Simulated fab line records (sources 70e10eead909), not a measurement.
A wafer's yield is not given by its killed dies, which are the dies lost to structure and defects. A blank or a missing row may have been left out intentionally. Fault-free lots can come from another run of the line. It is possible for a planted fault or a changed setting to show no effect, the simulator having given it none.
Which tool was responsible? ; flow nand harc ; 12 lots, 36 wafers sampled, at 3 steps of a route of 1302

## WHAT THE GAUGES SHOWED, per wafer
NHARC_P_M0_INSPECT_27.
lot;measured;on;raw defect count
L075;day 6 11:26;defect inspect-02;207 303 297
L077;day 7 14:03;defect inspect-02;312 233 238
L079;day 8 01:47;defect inspect-01;245 246 153
L081;day 9 00:49;defect inspect-02;303 312 357
L083;day 10 05:18;defect inspect-01;459 379 308
L085;day 10 21:08;defect inspect-02;124 305 150
L087;day 11 08:54;defect inspect-02;344 349 298
L089;day 12 08:41;defect inspect-01;305 291 292
L091;day 13 08:11;defect inspect-01;319 236 363
L093;day 14 07:06;defect inspect-02;234 483 338
L095;day 15 00:45;defect inspect-01;299 350 480
L097;day 15 17:08;defect inspect-02;150 229 319

## WHICH TOOL RAN EACH LOT (tool, then ch and the chambers of the sampled wafers, then the start)
lot;NHARC_P_GATE_DESCUM_48;NHARC_P_GATE_RTA_80
L075;rie diel-12 ch 0,2,3, day 5 20:28;rtp anneal-01 ch 0, day 6 02:11
L077;rie diel-12 ch 0,1,3, day 6 22:41;rtp anneal-01 ch 0, day 7 04:47
L079;rie diel-09 ch 0,2,3, day 7 10:35;rtp anneal-02 ch 0, day 7 16:31
L081;rie diel-03 ch 0,2, day 8 09:54;rtp anneal-02 ch 0, day 8 15:42
L083;rie diel-09 ch 1,2,3, day 9 14:26;rtp anneal-02 ch 0, day 9 20:09
L085;rie diel-12 ch 1,2, day 10 06:12;rtp anneal-01 ch 0, day 10 12:02
L087;rie diel-12 ch 0,1, day 10 17:48;rtp anneal-02 ch 0, day 10 23:41
L089;rie diel-09 ch 0,2,3, day 11 17:43;rtp anneal-01 ch 0, day 11 23:37
L091;rie diel-03 ch 0,1,3, day 12 16:40;rtp anneal-01 ch 0, day 12 22:31
L093;rie diel-03 ch 0,1,3, day 13 15:52;rtp anneal-01 ch 0, day 13 21:30
L095;rie diel-03 ch 0,3, day 14 08:54;rtp anneal-01 ch 0, day 14 14:38
L097;rie diel-09 ch 0,2,3, day 15 02:02;rtp anneal-01 ch 0, day 15 07:49
- NHARC_P_GATE_DESCUM_48: chemistry O2, time 3 s.
- NHARC_P_GATE_RTA_80: time 30 s.

## THE ANSWER, worked out from the rows above alone
Rule: the usual values come from the lots themselves. The widest of any qualifying gaps counts: lots, ordered by their means at a reading, are off when they make up no more than a third of the lots, leave a main group of 4 or more, and stand apart from it by 3 or more times the standard deviation of that group's means. Not used: any main group whose means are identical at the precision the tables above print for the reading. Also off: a lot with no number at a reading for which 4 or more lots have one. Any other lot the step has rows for is counted as sound.
None of the lots is off at any reading shown; this tells nothing.

## WHAT HAD BEEN PUT IN BY THE SIMULATOR
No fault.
